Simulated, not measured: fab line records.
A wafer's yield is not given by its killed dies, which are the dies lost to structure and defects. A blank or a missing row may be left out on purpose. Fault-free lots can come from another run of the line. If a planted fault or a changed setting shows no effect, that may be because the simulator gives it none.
Which tool did it? + flow n5-finfet + Sampling: 11 lots, 33 wafers, 3 of 1938 route steps

== WHAT THE GAUGES READ, wafer by wafer ==
N5_PASSIVATION_CD_MEAS_10 targets a cd of 3000 nm.
| lot  | measured     | on        | cd-nm (nm)           |
|------|--------------|-----------|----------------------|
| L337 | day 10 21:16 | cd-sem-02 | 3002.6 3002.5 3003.0 |
| L340 | day 11 21:03 | cd-sem-02 | 3000.3 3001.0 3001.1 |
| L338 | day 12 13:13 | cd-sem-02 | 2998.9 2999.7 3000.7 |
| L339 | day 13 03:19 | cd-sem-02 | 3000.8 3000.9 2999.7 |
| L342 | day 13 15:00 | cd-sem-03 | 2999.2 2998.6 2997.5 |
| L347 | day 14 18:29 | cd-sem-01 | 2999.6 3000.1 3000.5 |
| L348 | day 14 22:27 | cd-sem-03 | 3000.6 3001.6 3001.7 |
| L350 | day 15 17:07 | cd-sem-02 | 2999.9 2998.1 2996.7 |
| L354 | day 16 17:10 | cd-sem-03 | 2999.8 3000.2 3000.2 |
| L357 | day 17 06:14 | cd-sem-02 | 3001.3 3002.0 3002.6 |
| L359 | day 17 19:36 | cd-sem-03 | 2998.3 2997.1 2996.6 |

== WHICH TOOL RAN EACH LOT (tool, then ch and the chambers of the sampled wafers, then the start) ==
| lot  | N5_BEOL_M7_ALD_77                   | N5_PASSIVATION_PECVD_01         |
|------|-------------------------------------|---------------------------------|
| L337 | ald-metal-03 ch 0,2, day 8 10:50    | pecvd-04 ch 0,2, day 10 20:46   |
| L340 | ald-metal-02 ch 2,3, day 9 07:26    | pecvd-02 ch 1,2, day 11 20:34   |
| L338 | ald-metal-03 ch 0,3, day 9 19:55    | pecvd-01 ch 1,2, day 12 12:46   |
| L339 | ald-metal-03 ch 0,2,3, day 10 06:17 | pecvd-02 ch 1,2, day 13 00:55   |
| L342 | ald-metal-04 ch 0,1,2, day 10 16:34 | pecvd-04 ch 1,2, day 13 14:28   |
| L347 | ald-metal-03 ch 0,1,2, day 11 20:26 | pecvd-02 ch 0,1,2, day 14 17:55 |
| L348 | ald-metal-03 ch 2,3, day 11 22:12   | pecvd-04 ch 0,1,2, day 14 22:05 |
| L350 | ald-metal-04 ch 0,1,2, day 12 18:03 | pecvd-04 ch 0,1, day 15 16:36   |
| L354 | ald-metal-02 ch 0,1, day 14 00:32   | pecvd-01 ch 1,2, day 16 13:43   |
| L357 | ald-metal-02 ch 0,1,3, day 14 03:13 | pecvd-01 ch 0,2, day 17 05:46   |
| L359 | ald-metal-03 ch 0,1,2, day 14 16:40 | pecvd-04 ch 0,1, day 17 19:05   |
- N5_BEOL_M7_ALD_77: deposits TaN, target thk 2 nm, pulse time 2 s, purge time 3 s.
- N5_PASSIVATION_PECVD_01: deposits SiNx from SiH4/NH3/N2, target thk 200 nm, time 43.2 s.

== THE ANSWER, worked out from the rows above alone ==
Rule: the usual values come from the lots themselves. Put in order of their means at a reading, lots are off if they are a third of the lots or fewer, leave a main group of 4 or more, and stand apart from it by a gap of 3 or more times the standard deviation of the main group's means; of several such gaps the widest counts. Not used: any main group whose means are identical at the precision the tables above print for the reading. A lot without any number at a reading at which 4 lots or more have one is off too. Where the step has rows for the other lots, those lots are counted as sound.
No lot is off on any of the readings shown, so nothing can be concluded from this.

== WHAT THE SIMULATOR HAD PUT IN ==
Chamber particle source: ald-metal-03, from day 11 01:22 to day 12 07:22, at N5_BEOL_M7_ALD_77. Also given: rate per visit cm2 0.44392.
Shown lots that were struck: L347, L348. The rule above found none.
